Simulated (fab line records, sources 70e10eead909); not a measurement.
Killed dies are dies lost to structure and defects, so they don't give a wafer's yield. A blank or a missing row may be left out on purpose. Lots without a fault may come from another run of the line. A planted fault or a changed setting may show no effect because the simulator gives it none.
One fault seen from 3 desks | flow nand_harc | each desk has only its own numbers; what lay behind them comes last

THE TOOL OWNER'S DESK: ecd_cu-02
The tool's own readings at NHARC_P_M1_ECD_22 (material Cu, target thk 400 nm): means of the sampled wafers that have a number, for each lot that ran on this tool. A lot is out of limits, marked OUT, if its mean lies more than 4 standard deviations from the usual mean; the brackets give that distance.
Columns: A = bath_temp_c at NHARC_P_M1_ECD_22, usual 25.00 C
lot  | first seen here | A
L836 | day 6 05:25     | 24.96
L837 | day 6 20:44     | 25.07
L838 | day 7 15:10     | 24.89
L844 | day 9 19:24     | 25.00
L846 | day 10 13:08    | 25.04
L856 | day 14 08:36    | 25.02
L855 | day 14 09:25    | 25.00
L857 | day 14 20:50    | 24.90
L859 | day 15 23:22    | 25.10
This desk's finding: nothing out of limits on any of the 9 lots.

THE DEFECT DESK
What the inspections along the route counted, lot by lot: means of the sampled wafers that have a number. A lot is out of limits, marked OUT, if its mean lies more than 4 standard deviations from the usual mean; the brackets give that distance.
Columns: A = raw_defect_count at NHARC_P_M1_INSPECT_27, usual 330
lot  | first seen here | A
L836 | day 6 06:35     | 391
L837 | day 6 21:56     | 251
L838 | day 7 16:20     | 323
L844 | day 9 20:36     | 315
L846 | day 10 14:16    | 301
L853 | day 13 11:50    | 430
L854 | day 13 18:13    | 358
L856 | day 14 09:45    | 363
L855 | day 14 10:34    | 262
L857 | day 14 22:02    | 251
L858 | day 15 10:49    | 354
L859 | day 16 00:33    | 386
This desk's finding: nothing out of limits on any of the 12 lots.

THE METROLOGY DESK
What the gauges read, lot by lot, whatever tool the lot ran on: means of the sampled wafers that have a number. A lot is out of limits, marked OUT, if its mean lies more than 4 standard deviations from the usual mean; the brackets give that distance.
Columns: A = cd_nm at NHARC_P_M1_CD_MEAS_16, usual 129.7 nm
lot  | first seen here | A
L836 | day 6 04:16     | 129.7
L837 | day 6 19:40     | 130.4
L838 | day 7 14:01     | 130.2
L844 | day 9 18:14     | 130.0
L846 | day 10 11:58    | 129.5
L853 | day 13 09:33    | 129.6
L854 | day 13 15:56    | 129.6
L856 | day 14 07:29    | 129.7
L855 | day 14 08:14    | 130.6
L857 | day 14 19:45    | 129.9
L858 | day 15 08:26    | 129.1
L859 | day 15 22:13    | 129.9
This desk's finding: nothing out of limits on any of the 12 lots.

PUT TOGETHER
The tool owner's desk saw nothing out of limits.
The defect desk saw nothing out of limits.
The metrology desk saw nothing out of limits.

WHAT THE SIMULATOR HAD PUT IN
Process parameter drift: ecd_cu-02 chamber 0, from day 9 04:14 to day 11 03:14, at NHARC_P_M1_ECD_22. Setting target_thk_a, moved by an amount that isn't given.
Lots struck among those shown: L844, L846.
